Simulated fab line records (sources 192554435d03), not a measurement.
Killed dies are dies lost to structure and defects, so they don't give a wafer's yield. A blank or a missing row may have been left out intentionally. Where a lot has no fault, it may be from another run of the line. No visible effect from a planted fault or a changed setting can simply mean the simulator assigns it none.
The tool behind it: which one? | flow n5-finfet | 24 lots, 72 wafers sampled, at 2 steps of a route of 1938

## WHAT THE GAUGES READ, wafer by wafer
N5_BEOL_M12_INSPECT_55: inspects for defects (darkfield). Usual: 61 for raw-defect-count, sd 24.
lot  | measured     | on                | raw-defect-count | flag
L074 | day 11 04:59 | defect-inspect-01 | 32 43 85         |
L076 | day 11 10:48 | defect-inspect-01 | 34 36 38         |
L075 | day 11 11:04 | defect-inspect-01 | 76 88 65         |
L077 | day 11 19:05 | defect-inspect-02 | 31 57 61         |
L078 | day 12 03:48 | defect-inspect-02 | 41 68 53         |
L079 | day 12 10:51 | defect-inspect-02 | 61 69 54         |
L081 | day 12 22:22 | defect-inspect-01 | 72 71 49         |
L080 | day 13 02:08 | defect-inspect-02 | 71 87 69         |
L082 | day 13 11:11 | defect-inspect-01 | 66 75 52         |
L083 | day 13 18:34 | defect-inspect-01 | 58 54 84         |
L084 | day 13 20:30 | defect-inspect-02 | 68 68 127        |
L085 | day 13 21:23 | defect-inspect-01 | 82 60 64         |
L086 | day 14 07:45 | defect-inspect-01 | 88 78 83         |
L087 | day 14 14:16 | defect-inspect-02 | 64 44 38         |
L089 | day 15 01:19 | defect-inspect-02 | 27 56 58         |
L091 | day 15 07:35 | defect-inspect-01 | 46 22 54         |
L090 | day 15 07:59 | defect-inspect-02 | 60 33 24         |
L088 | day 15 19:07 | defect-inspect-02 | 92 145 90        |
L092 | day 16 03:18 | defect-inspect-02 | 48 32 25         |
L095 | day 16 04:03 | defect-inspect-02 | 43 51 48         |
L094 | day 16 12:32 | defect-inspect-02 | 77 72 71         |
L093 | day 17 04:20 | defect-inspect-02 | 39 75 67         |
L096 | day 17 09:52 | defect-inspect-01 | 72 42 39         |
L097 | day 18 00:32 | defect-inspect-01 | 74 38 39         |

N5_BEOL_M13_INSPECT_30: inspects for defects (macro). Usual: 2.0 for raw-defect-count, sd 1.5.
lot  | measured     | on                | raw-defect-count | flag
L074 | day 11 06:45 | defect-inspect-02 | 4 1 1            |
L076 | day 11 12:46 | defect-inspect-01 | 2 3 2            |
L075 | day 11 12:47 | defect-inspect-02 | 0 4 0            |
L077 | day 11 20:43 | defect-inspect-01 | 2 2 2            |
L078 | day 12 05:25 | defect-inspect-02 | 0 1 3            |
L079 | day 12 12:58 | defect-inspect-02 | 3 2 5            |
L081 | day 13 00:10 | defect-inspect-02 | 2 1 0            |
L080 | day 13 03:49 | defect-inspect-01 | 4 4 2            |
L082 | day 13 12:49 | defect-inspect-01 | 0 2 2            |
L083 | day 13 20:12 | defect-inspect-02 | 2 5 1            |
L084 | day 13 22:08 | defect-inspect-01 | 1 0 2            |
L085 | day 13 23:04 | defect-inspect-02 | 1 0 1            |
L086 | day 14 09:14 | defect-inspect-01 | 3 2 1            |
L087 | day 14 15:57 | defect-inspect-02 | 3 3 3            |
L089 | day 15 03:08 | defect-inspect-02 | 3 3 2            |
L091 | day 15 09:16 | defect-inspect-02 | 0 1 4            |
L090 | day 15 09:36 | defect-inspect-01 | 1 1 6            |
L088 | day 15 20:44 | defect-inspect-02 | 6 4 1            |
L092 | day 16 05:02 | defect-inspect-02 | 0 2 0            |
L095 | day 16 05:46 | defect-inspect-02 | 1 1 3            |
L094 | day 16 14:17 | defect-inspect-02 | 3 2 1            |
L093 | day 17 05:58 | defect-inspect-02 | 1 4 2            |
L096 | day 17 11:36 | defect-inspect-01 | 1 1 3            |
L097 | day 18 02:07 | defect-inspect-02 | 5 2 1            |

## EACH LOT AND THE TOOL THAT RAN IT (in order: tool; ch and the chambers of the sampled wafers; start)
There is no process step in the record ahead of these readings.

## WHAT THE TOOLS THEMSELVES READ (means of the sampled wafers that have a number; where no wafer has one, the mark that the record gives instead)
The record holds no such reading with a usual standard deviation.

## THE ANSWER, worked out from the rows above alone
Rule: a lot is off if the mean of its wafers that have a number lies more than 3 standard deviations from the usual mean. A lot without any number at a reading at which 4 lots or more have one is off too. The other lots that the step has rows for count as sound. First the gauges in route order, then the tools' own readings, where a lot's mean is used as printed above. At the first step where some lot is off, the reading lying furthest off is the one used; lots without a number count as furthest.
None of the lots is off at any reading shown; this tells nothing.

## WHAT THE SIMULATOR HAD PUT IN
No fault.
